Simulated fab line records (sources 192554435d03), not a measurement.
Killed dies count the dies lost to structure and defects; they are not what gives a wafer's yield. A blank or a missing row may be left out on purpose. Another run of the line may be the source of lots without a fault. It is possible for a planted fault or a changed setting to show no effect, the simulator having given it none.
fab line records	flow n5Finfet
record: lots: 7	wafers: 19	lastDay: 18
route steps=1938 shown BEOL_M14@1746 BEOL_M15@1830 PASSIVATION@1936
lots that met no fault: taken from a fault-free run of the same line
startH: hours from the record's opening day to when the first of the lot's shown wafers began	waitH: how many hours have passed since the lot's step before this one	" identical to the entry in the row above	L1.1+2: a row that stands for several wafers	- no value, or no start given	* or withheld: withheld	< > ~ a bound
route shown NAME@n: NAME is a module with steps in the file, n the number in the route of the first one	usual: average and standard deviation across the fault-free wafers	same: alike in all rows	chamber/n: place in a boat	sites: the reading at each site	_std_site: how widely they spread, as a standard deviation	_edge_site: mean of outer sites minus mean of inner sites	radiusMm: how far each site lies from the wafer's centre	mask NAME#n: copy n	behind: tool/chamber where the wafer was last shaped	hold: reason for holding the lot/hours on hold/outcome of the hold	device: the transistor (n, p or np) that didn't switch	end of line: the tests these same wafers got at the end of their route	step lacking rows: just its recipe	killed: not the wafer's yield, but the dies lost to structure and defects at the first sort	map: a wafer's dies, x killed, . not, _ none there
set.NAME: the setting that was run; set.NAME@STEP: the one run at that earlier step	model.NAME: the simulator's own value behind a step, which no gauge read
a sample of lots followed through the steps of the route, with each step as a table and each wafer as a row
services: when a tool's chamber went out of use (startH, in hours from the record's first day, below 0 if earlier), for how many hours, and the reason
== steps ==
step: N5_BEOL_M14_CD_MEAS_28
recipe: targetCdNm: 284.4	landingEnergyEv: 500	detector: seInlens
usual: cdNm: 284.0/1.9
same: landingEnergyEv: 500
lot.wafer	tool	chamber	startH	waitH	cdNm
L367.3	cdSem-01	0	235.00	-	282.6
L367.5	"	0	"	"	282.0
L367.6	"	0	"	"	281.7
L377.1	cdSem-03	0	304.99	-	285.8
L377.2	"	0	"	"	286.8
L377.5	"	0	"	"	280.5
L381.1	cdSem-01	0	318.29	-	286.9
L381.2	"	0	"	"	284.2
L380.1	cdSem-03	0	320.48	-	279.8
L380.2	"	0	"	"	284.2
L380.3	"	0	"	"	285.8
L382.1	cdSem-02	0	334.83	-	284.1
L382.4	"	0	"	"	284.2
L388.3	cdSem-02	0	381.61	-	282.0
L388.5	"	0	"	"	283.4
L388.6	"	0	"	"	283.6
L389.2	cdSem-01	0	385.94	-	282.3
L389.3	"	0	"	"	283.3
L389.5	"	0	"	"	282.1
step: N5_BEOL_M14_OVL_MEAS_29
recipe: pointsPerWafer: 44
usual: M14_OVL: 2/5.8
lot.wafer	tool	chamber	startH	waitH	M14_OVL[nm]
L367.3	overlay-01	0	235.03	0.0	15
L367.5	"	0	"	"	13
L367.6	"	0	"	"	10
L377.1	overlay-02	0	305.02	0.0	4
L377.2	"	0	"	"	4
L377.5	"	0	"	"	5
L381.1	overlay-01	0	318.32	0.0	1
L381.2	"	0	"	"	-1
L380.1	overlay-01	0	320.51	0.0	2
L380.2	"	0	"	"	2
L380.3	"	0	"	"	0
L382.1	overlay-01	0	334.86	0.0	8
L382.4	"	0	"	"	1
L388.3	overlay-02	0	381.64	0.0	7
L388.5	"	0	"	"	5
L388.6	"	0	"	"	13
L389.2	overlay-02	0	385.97	0.0	-4
L389.3	"	0	"	"	-9
L389.5	"	0	"	"	-8
step: N5_BEOL_M14_TRENCH_ETCH_34
recipe: chemistry: C4F8/O2/Ar	target: SiO2	targetDepthA: 5566.5	maskMaterial: SOC	heInnerTorr: 15	heOuterTorr: 30	timeS: 126.9	ionEnergyEv: 800	pressureMtorr: 20	sourceW: 1905	biasW: 2040	Ar_flow_sccm: 400	C4F8_flow_sccm: 16	O2_flow_sccm: 12
usual: drypumpMotorCurrentA: 5.7/0.39	oesProductAu: 0.83/0.086	rfVppV: 2187/51	showerheadPlenumPTorr: 3.44/0.12	throttleValvePct: 30.74/0.21
lot.wafer	tool	chamber	startH	waitH	drypumpMotorCurrentA	oesProductAu	rfHoursCounterH	rfVppV	showerheadPlenumPTorr	throttleValvePct
L367.3	rieDiel-02	2	236.16	0.0	5.6	0.95	3	2126	3.38	30.67
L367.5	"	1	"	"	5.9	0.87	-	2269	3.48	30.44
L367.6	"	0	"	"	6.2	0.68	-	2121	3.29	30.89
L377.1	rieDiel-02	1	305.98	0.0	5.9	0.81	62	2267	3.46	30.46
L377.2	"	2	"	"	5.6	0.87	33	2126	3.36	30.68
L377.5	"	2	"	"	5.6	0.88	-	2125	3.36	30.69
L381.1	rieDiel-02	3	318.84	0.0	6.6	0.96	2	2160	3.41	30.75
L381.2	"	1	"	"	5.9	0.81	68	2267	3.46	30.47
L380.1	rieDiel-02	2	321.02	0.0	5.6	0.86	39	2124	3.36	30.70
L380.2	"	0	"	"	6.2	0.94	15	2155	3.67	30.63
L380.3	"	3	"	"	6.6	0.95	3	2160	3.41	30.72
L382.1	rieDiel-02	1	335.38	0.0	5.9	0.80	74	2267	3.46	30.47
L382.4	"	3	"	"	6.6	0.93	8	2159	3.41	30.74
L388.3	rieDiel-04	2	382.15	0.0	5.3	0.85	55	2167	3.35	30.85
L388.5	"	1	"	"	5.4	0.89	-	2192	3.51	30.60
L388.6	"	2	"	"	5.3	0.84	-	2165	3.35	30.84
L389.2	rieDiel-04	3	386.52	0.0	6.1	0.81	84	2243	3.35	30.69
L389.3	"	2	"	"	5.3	0.83	57	2163	3.35	30.83
L389.5	"	2	"	"	5.3	0.85	-	2163	3.35	30.83
step: N5_BEOL_M14_OCD_MEAS_35
usual: trenchDepthNm: 547/21
lot.wafer	tool	chamber	startH	waitH	trenchDepthNm
L367.3	ocd-01	-	236.32	0.0	550
L367.5	"	-	"	"	531
L367.6	"	-	"	"	562
L377.1	ocd-02	-	306.13	0.0	519
L377.2	"	-	"	"	547
L377.5	"	-	"	"	549
L381.1	ocd-01	-	318.99	0.0	469
L381.2	"	-	"	"	453
L380.1	ocd-02	-	321.18	0.0	473
L380.2	"	-	"	"	502
L380.3	"	-	"	"	535
L382.1	ocd-01	-	335.53	0.0	446
L382.4	"	-	"	"	535
L388.3	ocd-01	-	382.31	0.0	525
L388.5	"	-	"	"	557
L388.6	"	-	"	"	525
L389.2	ocd-02	-	386.67	0.0	542
L389.3	"	-	"	"	523
L389.5	"	-	"	"	525
step: N5_BEOL_M14_SPUTTER_45
recipe: material: Cu	targetThkA: 1000	tempC: -20	biasV: 60	powerW: 26000	chamberPressurePa: 0.13	timeS: 16.67
usual: chuckGasFlowSccm: 1.27/0.057	throttleValvePct: 30.2/1.3
lot.wafer	tool	chamber	startH	waitH	chuckGasFlowSccm	throttleValvePct
L367.3	pvdSputter-02	-	238.80	0.0	1.23	29.5
L367.5	"	-	"	"	1.34	30.1
L367.6	"	-	"	"	1.24	29.1
L377.1	pvdSputter-01	-	309.99	0.0	1.31	27.0
L377.2	"	-	"	"	1.22	28.7
L377.5	"	-	"	"	1.24	29.1
L381.1	pvdSputter-01	-	323.30	0.0	1.24	27.2
L381.2	"	-	"	"	1.31	28.9
L380.1	pvdSputter-02	-	323.90	0.0	1.35	30.1
L380.2	"	-	"	"	1.20	29.2
L380.3	"	-	"	"	1.37	30.7
L382.1	pvdSputter-01	-	339.73	0.0	1.29	28.5
L382.4	"	-	"	"	1.29	27.0
L388.3	pvdSputter-03	-	383.90	0.0	1.26	31.1
L388.5	"	-	"	"	1.22	31.4
L388.6	"	-	"	"	1.34	31.0
L389.2	pvdSputter-02	-	388.46	0.0	1.20	28.9
L389.3	"	-	"	"	1.23	31.0
L389.5	"	-	"	"	1.21	30.8
step: N5_BEOL_M14_THK_MEAS_50
recipe: thkMeasGauge: xrf	reads: Cu_of_BEOL_M14_ECD_47
usual: M14_THK: 546/22
lot.wafer	tool	chamber	startH	waitH	M14_THK[nm]
L367.3	filmMetro-01	-	239.70	-	546
L367.5	"	-	"	"	530
L367.6	"	-	"	"	559
L377.1	filmMetro-02	-	311.75	-	521
L377.2	"	-	"	"	547
L377.5	"	-	"	"	550
L381.1	filmMetro-01	-	324.20	-	468
L381.2	"	-	"	"	457
L380.1	filmMetro-02	-	325.26	-	479
L380.2	"	-	"	"	506
L380.3	"	-	"	"	542
L382.1	filmMetro-02	-	340.64	-	448
L382.4	"	-	"	"	542
L388.3	filmMetro-02	-	384.80	-	529
L388.5	"	-	"	"	555
L388.6	"	-	"	"	527
L389.2	filmMetro-02	-	389.36	-	541
L389.3	"	-	"	"	524
L389.5	"	-	"	"	524
step: N5_BEOL_M14_RS_MEAS_54
recipe: thkMeasGauge: four-point-probe	reads: Cu_of_BEOL_M14_ECD_47+Ta_of_BEOL_M14_SPUTTER_44+TaN_of_BEOL_M14_SPUTTER_43
usual: M14_RS: 0.0339/0.0013
lot.wafer	tool	chamber	startH	waitH	M14_RS[ohm/sq]
L367.3	filmMetro-01	-	239.86	0.1	0.0335
L367.5	"	-	"	"	0.0349
L367.6	"	-	"	"	0.0329
L377.1	filmMetro-01	-	311.88	0.0	0.0356
L377.2	"	-	"	"	0.0339
L377.5	"	-	"	"	0.0337
L381.1	filmMetro-01	-	324.33	0.0	0.0396
L381.2	"	-	"	"	0.0411
L380.1	filmMetro-01	-	325.39	0.0	0.0394
L380.2	"	-	"	"	0.0370
L380.3	"	-	"	"	0.0348
L382.1	filmMetro-01	-	340.77	0.0	0.0415
L382.4	"	-	"	"	0.0346
L388.3	filmMetro-02	-	384.93	0.1	0.0351
L388.5	"	-	"	"	0.0332
L388.6	"	-	"	"	0.0352
L389.2	filmMetro-02	-	389.49	0.1	0.0342
L389.3	"	-	"	"	0.0354
L389.5	"	-	"	"	0.0352
step: N5_BEOL_M15_RC_MEAS_101
usual: COMB_M10: 1.4e-11/2.9e-12	COMB_M11: 1.5e-11/3.3e-12	COMB_M12: 6.4e-12/1.4e-12	COMB_M13: 4.9e-12/1.1e-12	COMB_M13_max_site: 7.1e-12/1.9e-12	COMB_M14: 3.6e-12/1e-12	COMB_M15: 2.4e-12/7.4e-13	COMB_M5: 3.6e-11/7.6e-12	COMB_M6: 2.5e-11/5.3e-12	COMB_M7: 2.6e-11/5.2e-12	COMB_M7_max_site: 3.8e-11/9e-12	COMB_M8: 2.7e-11/5e-12	COMB_M9: 1.4e-11/3.5e-12	SERP_M10: 3.20/0.11	SERP_M11: 3.09/0.11	SERP_M12: 0.629/0.018	SERP_M13: 0.307/0.0081	SERP_M14: 0.163/0.0073	SERP_M14_max_site: 0.165/0.0075	SERP_M5: 39.9/2.4	SERP_M6: 14.3/0.69	SERP_M7: 14.0/0.69	SERP_M7_max_site: 14.6/0.77	SERP_M8: 14.3/0.76	SERP_M9: 3.09/0.097
lot.wafer	tool	chamber	startH	waitH	COMB_M10[S/m]	COMB_M11[S/m]	COMB_M12[S/m]	COMB_M13[S/m]	COMB_M13_max_site[S/m]	COMB_M14[S/m]	COMB_M15[S/m]	COMB_M5[S/m]	COMB_M6[S/m]	COMB_M7[S/m]	COMB_M7_max_site[S/m]	COMB_M8[S/m]	COMB_M9[S/m]	SERP_M10[ohm/um]	SERP_M11[ohm/um]	SERP_M12[ohm/um]	SERP_M13[ohm/um]	SERP_M14[ohm/um]	SERP_M14_max_site[ohm/um]	SERP_M5[ohm/um]	SERP_M6[ohm/um]	SERP_M7[ohm/um]	SERP_M7_max_site[ohm/um]	SERP_M8[ohm/um]	SERP_M9[ohm/um]
L367.3	prober-01	0	248.36	0.3	1.31e-11	1.6e-11	6.5e-12	4e-12	7.2e-12	2.2e-12	2.6e-12	3.3e-11	1.8e-11	2.4e-11	3e-11	2.8e-11	1.3e-11	3.22	3.09	0.614	0.321	0.164	0.165	43.3	14.5	14.5	15.3	14.1	3.00
L367.5	"	0	"	"	1.45e-11	1.8e-11	5.4e-12	4.5e-12	6.1e-12	2.3e-12	1.2e-12	3.9e-11	3.1e-11	2.6e-11	3.7e-11	2.7e-11	1.2e-11	3.31	3.08	0.592	0.309	0.170	0.173	41.0	14.4	15.1	16.0	13.8	3.08
L367.6	"	0	"	"	1.04e-11	1.1e-11	5.3e-12	3.1e-12	5.3e-12	3.2e-12	2.9e-12	4.5e-11	2.2e-11	2.7e-11	4.3e-11	2.4e-11	1.1e-11	3.19	2.98	0.646	0.316	0.159	0.162	42.3	14.5	15.0	15.9	15.6	3.10
L377.1	prober-01	0	316.37	0.0	1.42e-11	1.2e-11	8e-12	4.3e-12	8e-12	4e-12	2.5e-12	3.2e-11	2.7e-11	2.4e-11	5.4e-11	2e-11	1.4e-11	3.17	3.14	0.622	0.304	0.173	0.176	36.0	15.5	14.1	14.6	13.4	3.15
L377.2	"	0	"	"	1.63e-11	1.6e-11	8.2e-12	5.4e-12	9.8e-12	3.6e-12	2.8e-12	3.9e-11	2e-11	4.1e-11	5.5e-11	1.7e-11	1.6e-11	3.26	3.09	0.635	0.298	0.163	0.165	36.7	13.3	13.8	14.3	13.3	3.24
L377.5	"	0	"	"	1.42e-11	1.2e-11	6.3e-12	5.3e-12	8.2e-12	2.6e-12	2.7e-12	2.9e-11	2.3e-11	2.9e-11	4.4e-11	2.4e-11	1.8e-11	3.15	3.13	0.618	0.298	0.167	0.171	36.5	14.4	15.2	15.4	12.6	3.16
L381.1	prober-01	0	332.92	0.0	1.22e-11	1.5e-11	7.5e-12	4.1e-12	6.2e-12	2.3e-12	1.6e-12	4e-11	2.5e-11	3.2e-11	4.3e-11	3.3e-11	1.5e-11	3.10	3.22	0.622	0.314	0.190	0.194	40.4	15.2	14.7	15.9	16.2	3.25
L381.2	"	0	"	"	1.02e-11	1.2e-11	6.4e-12	3.4e-12	4.9e-12	2.4e-12	2.1e-12	3.1e-11	2.4e-11	3.1e-11	3.6e-11	3e-11	1.5e-11	3.00	3.20	0.638	0.304	0.201	0.203	35.4	13.6	14.5	14.9	14.9	3.14
L380.1	prober-01	0	333.85	0.6	1.17e-11	1.7e-11	4.9e-12	4.4e-12	7.6e-12	3.8e-12	1.8e-12	3.8e-11	2.4e-11	1.7e-11	2e-11	2.2e-11	1.1e-11	3.08	3.05	0.620	0.301	0.197	0.198	35.5	14.7	14.9	15.2	14.6	3.08
L380.2	"	0	"	"	1.29e-11	1.1e-11	4.6e-12	3.9e-12	6.4e-12	3.2e-12	1.8e-12	4.4e-11	3.2e-11	3e-11	3.4e-11	2.6e-11	1.4e-11	3.23	3.02	0.624	0.306	0.176	0.178	37.0	16.2	13.9	14.5	13.6	3.00
L380.3	"	0	"	"	1.25e-11	1.5e-11	5.2e-12	3.8e-12	5.4e-12	3.7e-12	2.5e-12	3.4e-11	2.9e-11	2.1e-11	3.3e-11	2.3e-11	1.3e-11	3.07	3.11	0.621	0.296	0.169	0.171	36.7	14.0	13.8	14.0	14.7	3.09
L382.1	prober-01	0	349.56	0.0	2.24e-11	2e-11	8.4e-12	4.8e-12	8.4e-12	2.7e-12	2.3e-12	3.7e-11	1.8e-11	2.7e-11	4.1e-11	2.7e-11	1.3e-11	3.16	3.13	0.607	0.295	0.203	0.205	38.7	13.1	14.2	14.9	15.1	2.94
L382.4	"	0	"	"	1.85e-11	2.1e-11	5.4e-12	7.5e-12	1.5e-11	2.4e-12	1.8e-12	3.2e-11	2.7e-11	2.4e-11	2.9e-11	1.6e-11	1e-11	3.10	3.11	0.616	0.299	0.169	0.173	35.8	14.2	13.7	14.1	16.1	3.07
L388.3	prober-02	0	391.53	0.3	1.47e-11	1.1e-11	6.8e-12	5.3e-12	6.9e-12	3.7e-12	3.1e-12	4.3e-11	2.8e-11	3.1e-11	4.1e-11	3.1e-11	1.9e-11	3.00	3.06	0.633	0.314	0.170	0.172	41.1	13.9	13.6	13.9	14.2	2.92
L388.5	"	0	"	"	2.33e-11	2.1e-11	7.4e-12	7.1e-12	1.25e-11	5.4e-12	3.7e-12	3.4e-11	2.4e-11	2.4e-11	3.3e-11	3e-11	1.9e-11	2.97	3.06	0.631	0.322	0.159	0.161	39.8	14.6	14.9	15.6	14.0	3.15
L388.6	"	0	"	"	1.73e-11	1.3e-11	5.4e-12	6.2e-12	1.16e-11	3.9e-12	2.8e-12	4e-11	2.4e-11	2.2e-11	3.7e-11	3.6e-11	2.1e-11	3.28	2.87	0.616	0.301	0.169	0.171	42.2	14.9	13.5	14.2	13.9	2.97
L389.2	prober-01	0	402.62	0.2	9.9e-12	1.2e-11	7.2e-12	2.9e-12	3.8e-12	2.9e-12	1.9e-12	3.7e-11	3.3e-11	1.7e-11	2.7e-11	2.2e-11	1.9e-11	3.15	3.03	0.638	0.311	0.164	0.165	39.9	15.3	13.6	14.5	13.4	2.86
L389.3	"	0	"	"	1.11e-11	1.1e-11	5e-12	4.9e-12	6e-12	3.2e-12	1.5e-12	3.7e-11	2.8e-11	3.3e-11	6.7e-11	2.2e-11	1.5e-11	3.02	3.05	0.653	0.307	0.171	0.173	40.4	13.8	14.2	14.8	14.0	2.96
L389.5	"	0	"	"	1.13e-11	1.8e-11	4.3e-12	4.6e-12	7.1e-12	3.2e-12	2.2e-12	4.4e-11	2.8e-11	2.7e-11	4.2e-11	2.1e-11	2e-11	3.29	3.14	0.660	0.309	0.170	0.172	38.4	13.7	14.1	15.1	14.9	2.99
sites SERP_M14 radiusMm=0,75,75,75,75,140,140,140,140
L367.3 0.163 0.161 0.164 0.164 0.164 0.161 0.165 0.165 0.163
L377.1 0.170 0.175 0.172 0.174 0.173 0.176 0.171 0.171 0.174
L381.1 0.189 0.190 0.192 0.190 0.193 0.188 0.191 0.190 0.194
L380.1 0.197 0.196 0.194 0.197 0.198 0.198 0.195 0.195 0.197
L382.1 0.200 0.202 0.203 0.200 0.205 0.204 0.204 0.201 0.204
L388.3 0.169 0.170 0.172 0.172 0.170 0.169 0.168 0.171 0.170
L389.2 0.161 0.165 0.165 0.163 0.164 0.163 0.165 0.163 0.164
step: N5_PASSIVATION_PROBE_49
usual: defectLimitedYield: 91.2/1.6	killed_at_M0_to_M3: 34/11	killed_at_M4_up: 13/5.2	killedAtContacts: 13/6.3	killedAtFrontEnd: 40/14	killedAtOther: 3.2/2.4	killedDies: 104/19	killedOpen: 69/14	killedShort: 32/7.5	sort_bin_5_function: 5.3/1.1	sort_bin_6_memory: 3.2/0.73	sort_bin_8_speed: 0.01/0.038	sortNPass: 1076/19	sortYieldPct: 91.2/1.6
same: grossDies: 1180	killedAtBackSide: 0	sort_bin_4_leakage[%]: 0
lot.wafer	tool	chamber	startH	waitH	defectLimitedYield[%]	killed_at_M0_to_M3	killed_at_M4_up	killedAtContacts	killedAtFrontEnd	killedAtOther	killedDies	killedOpen	killedShort	sort_bin_5_function[%]	sort_bin_6_memory[%]	sort_bin_8_speed[%]	sortNPass	sortYieldPct[%]
L381.1	prober-02	-	347.40	0.0	89.4	39	13	5	64	4	125	90	32	6.7	3.6	0	1055	89.4
L381.2	prober-02	-	347.45	0.1	86.9	49	5	7	88	5	154	99	53	7.8	5.1	0	1026	86.9
L380.1	prober-02	-	349.72	0.0	93.0	26	15	14	25	3	83	58	23	3.8	3.1	0	1097	93.0
L380.2	prober-02	-	349.77	0.1	89.9	40	25	18	31	5	119	79	37	5.8	3.8	0	1061	89.9
L380.3	prober-02	-	349.82	0.1	90.8	28	12	26	30	13	109	82	26	5.3	3.6	0	1071	90.8
L382.4	prober-02	-	364.64	0.2	90.8	44	12	18	31	4	109	65	43	5.6	3.3	0	1071	90.8
L388.3	prober-02	-	406.53	0.1	90.3	29	18	4	58	6	115	73	36	5.0	4.2	0	1065	90.3
L388.5	prober-02	-	406.63	0.2	93.9	30	12	3	27	0	72	43	29	3.9	2.0	0	1108	93.9
L388.6	prober-02	-	406.68	0.3	92.1	30	5	13	41	4	93	59	34	4.6	3.0	0	1087	92.1
killed by level:class
L381.1 FIN_SAQP:geometricParticle:open=22 BEOL_M0_SAQP:geometricParticle:open=14 STI_FIN_REVEAL:geometricParticle:open=11 BEOL_M3:geometricParticle:open=9 GATE_CUT:geometricParticle:short=7 BEOL_M0_SAQP:geometricParticle:short=6 MOL_CONTACT_COAG:geometricParticle:open=5 ILD0:geometricParticle:open=5
L381.2 STI_FIN_REVEAL:geometricParticle:open=31 FIN_SAQP:geometricParticle:open=15 FIN_SAQP:geometricParticle:short=14 BEOL_M0_SAQP:geometricParticle:open=13 BEOL_M0_SAQP:geometricParticle:short=13 BEOL_M2:geometricParticle:open=10 STI_FIN_REVEAL:geometricParticle:short=7 BEOL_M1:geometricParticle:open=6
L380.1 MOL_CONTACT_COAG:geometricParticle:open=11 BEOL_M4:geometricParticle:open=9 BEOL_M2:geometricParticle:open=8 BEOL_M3:geometricParticle:open=7 FIN_SAQP:geometricParticle:open=5 STARTING-WAFER:geometricParticle:short=4 STARTING-WAFER:geometricParticle:open=4 FIN_SAQP:geometricParticle:short=3
L380.2 BEOL_M4:geometricParticle:open=14 MOL_CONTACT_COAG:geometricParticle:open=13 BEOL_M2:geometricParticle:open=11 BEOL_M0:geometricParticle:open=6 GATE_CUT:geometricParticle:open=5 MOL_CONTACT_COAG:geometricParticle:short=5 BEOL_M0_SAQP:geometricParticle:open=5 BEOL_M1:geometricParticle:open=5
L380.3 MOL_CONTACT_COAG:geometricParticle:open=23 FIN_SAQP:geometricParticle:open=9 BEOL_M4:geometricParticle:open=8 BEOL_M1:geometricParticle:open=6 BEOL_M0_SAQP:geometricParticle:open=6 BEOL_M3:geometricParticle:open=6 PASS1_CAP:geometricParticle:short=6 FIN_SAQP:geometricParticle:short=4
L382.4 FIN_SAQP:geometricParticle:short=15 MOL_CONTACT_COAG:geometricParticle:open=14 BEOL_M0_SAQP:geometricParticle:short=13 BEOL_M1:geometricParticle:open=6 BEOL_M2:geometricParticle:open=6 FIN_SAQP:geometricParticle:open=5 BEOL_M3:geometricParticle:open=5 BEOL_M0_SAQP:geometricParticle:open=5
L388.3 FIN_SAQP:geometricParticle:open=15 DUMMY_GATE:geometricParticle:open=12 BEOL_M3:geometricParticle:open=11 FIN_SAQP:geometricParticle:short=9 GATE_CUT:geometricParticle:short=6 MOL_CONTACT_COAG:geometricParticle:open=4 BEOL_M0_SAQP:geometricParticle:short=4 BEOL_M0_SAQP:geometricParticle:open=4
L388.5 BEOL_M3:geometricParticle:open=10 FIN_SAQP:geometricParticle:short=9 BEOL_M3:geometricParticle:short=6 FIN_SAQP:geometricParticle:open=5 BEOL_M0_SAQP:geometricParticle:short=5 STARTING-WAFER:geometricParticle:open=5 BEOL_M1:geometricParticle:open=4 MOL_CONTACT_COAG:geometricParticle:open=3
L388.6 MOL_CONTACT_COAG:geometricParticle:open=13 FIN_SAQP:geometricParticle:open=11 FIN_SAQP:geometricParticle:short=10 BEOL_M3:geometricParticle:open=7 GATE_CUT:geometricParticle:short=5 DUMMY_GATE:geometricParticle:open=4 BEOL_M1:geometricParticle:open=4 BEOL_M2:geometricParticle:open=4
== services ==
tool	chamber	startH	hours	kind
rieDiel-02	3	230.91	5.1	repair
rieDiel-04	2	237.62	-	clean
rieDiel-04	2	237.62	-	consumableReplace:focusRing
rieDiel-04	2	237.62	14.2	scheduledDown
rieDiel-04	2	237.62	14.2	ventCycle
rieDiel-02	0	277.44	-	clean
rieDiel-02	0	277.44	-	consumableReplace:focusRing
rieDiel-02	0	277.44	-	consumableReplace:showerhead
rieDiel-02	0	277.44	14.1	scheduledDown
rieDiel-02	0	277.44	14.1	ventCycle
rieDiel-02	3	294.33	-	clean
rieDiel-02	3	294.33	-	consumableReplace:focusRing
rieDiel-02	3	294.33	19.3	scheduledDown
rieDiel-02	3	294.33	19.3	ventCycle
rieDiel-04	1	306.00	-	clean
rieDiel-04	1	306.00	-	consumableReplace:focusRing
rieDiel-04	1	306.00	15.0	scheduledDown
rieDiel-04	1	306.00	15.0	ventCycle
rieDiel-04	3	317.19	18.4	repair
rieDiel-02	2	328.01	2.4	repair
rieDiel-04	3	352.07	12.2	repair
== key ==
firstSign: step: N5_BEOL_M14_OCD_MEAS_35	reading: trenchDepthNm	direction: down	sigmas: 3.7	usual: 547	struck: 469
effect: step: N5_BEOL_M14_THK_MEAS_50	reading: M14_THK	direction: down	sigmas: 3.5	usual: 546	struck: 472
effect: step: N5_BEOL_M14_RS_MEAS_54	reading: M14_RS	direction: up	sigmas: 4.5	usual: 0.0339	struck: 0.0397
effect: step: N5_BEOL_M15_RC_MEAS_101	reading: SERP_M14	direction: up	sigmas: 4.1	usual: 0.163	struck: 0.193
metAt N5_BEOL_M14_TRENCH_ETCH_34
struckLots L380,L381,L382
struckWafers L380.1,L380.2,L381.1,L381.2,L382.1
notActingAt N5_BEOL_M14_CD_MEAS_28,N5_BEOL_M14_OVL_MEAS_29,N5_BEOL_M14_SPUTTER_45
onsetBetween 305.98 318.84
fault: kind: processParameterDrift	tool: rieDiel-02	chamber: -	onsetH: 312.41	steps: N5_BEOL_M14_TRENCH_ETCH_34	channel: timeS	offset: *	shape: step	endH: 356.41	scope: struckWafersOnly	actsIn: *	stated: *
